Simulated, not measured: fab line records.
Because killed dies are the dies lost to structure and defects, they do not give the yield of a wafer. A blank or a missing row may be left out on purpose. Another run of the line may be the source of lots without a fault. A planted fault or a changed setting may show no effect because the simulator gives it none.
Chamber matching :: flow nand harc :: NHARC_A_SGD_CUT_CMP_21 on cmp-03: 4 sister chambers
The step polishes, target thk 148.19 nm. 8 wafers are shown with their chamber, then 12 later ones without.

## EACH WAFER AND ITS CHAMBER
wafer: L087.5
chamber: 0
time to endpoint s (s): 63
motor current A (A): 12.5

wafer: L085.2
chamber: 1
time to endpoint s (s): 51
motor current A (A): 11.2

wafer: L088.2
chamber: 0
time to endpoint s (s): 56
motor current A (A): 12.4

wafer: L088.4
chamber: 2
time to endpoint s (s): 49
motor current A (A): 12.7

wafer: L088.5
chamber: 2
time to endpoint s (s): 50
motor current A (A): 12.9

wafer: L088.1
chamber: 1
time to endpoint s (s): 49
motor current A (A): 11.1

wafer: L088.3
chamber: 3
time to endpoint s (s): 51
motor current A (A): 12.4

wafer: L088.6
chamber: 3
time to endpoint s (s): 53
motor current A (A): 13.3

## WAFERS WITHOUT THEIR CHAMBER
wafer: L092.2
time to endpoint s (s): 52
motor current A (A): 12.2

wafer: L092.4
time to endpoint s (s): 48
motor current A (A): 12.4

wafer: L092.6
time to endpoint s (s): 52
motor current A (A): 13.1

wafer: L095.1
time to endpoint s (s): 49
motor current A (A): 13.2

wafer: L095.3
time to endpoint s (s): 52
motor current A (A): 11.4

wafer: L095.6
time to endpoint s (s): 48
motor current A (A): 11.9

wafer: L096.2
time to endpoint s (s): 58
motor current A (A): 12.4

wafer: L096.3
time to endpoint s (s): 49
motor current A (A): 13.1

wafer: L096.6
time to endpoint s (s): 60
motor current A (A): 12.7

wafer: L096.1
time to endpoint s (s): 47
motor current A (A): 11.4

wafer: L096.4
time to endpoint s (s): 51
motor current A (A): 13.1

wafer: L096.5
time to endpoint s (s): 47
motor current A (A): 12.0

## THE CHAMBER EACH PASSED THROUGH
wafer: L092.2
from the rows above: can't be placed: 3 or 2 or 0 or 1
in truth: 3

wafer: L092.4
from the rows above: can't be placed: 2 or 3
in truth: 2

wafer: L092.6
from the rows above: can't be placed: 3 or 2
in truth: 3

wafer: L095.1
from the rows above: can't be placed: 2 or 3
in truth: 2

wafer: L095.3
from the rows above: 1
in truth: 1

wafer: L095.6
from the rows above: can't be placed: 1 or 2 or 3
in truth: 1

wafer: L096.2
from the rows above: 0
in truth: 0

wafer: L096.3
from the rows above: can't be placed: 2 or 3
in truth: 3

wafer: L096.6
from the rows above: 0
in truth: 0

wafer: L096.1
from the rows above: 1
in truth: 1

wafer: L096.4
from the rows above: can't be placed: 3 or 2
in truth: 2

wafer: L096.5
from the rows above: can't be placed: 2 or 1 or 3
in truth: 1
Placed correctly: 4 of 12. Not placeable from these rows: 8 (in 8, the candidates include the true chamber). Placed wrongly: 0.
How it was worked out, from the rows above alone: a wafer's distance from a chamber is the root of the sum, over the readings, of the square of ((its reading less the chamber's mean) divided by the reading's scatter). The wafer belongs to the nearest chamber; if the next one is less than 2 further off, it can't be placed. The mean given for a chamber averages the wafers shown for that chamber. The scatter is the square root of a quotient: the sum, over the shown wafers, of each reading's squared deviation from its chamber's mean, divided by wafers minus chambers.
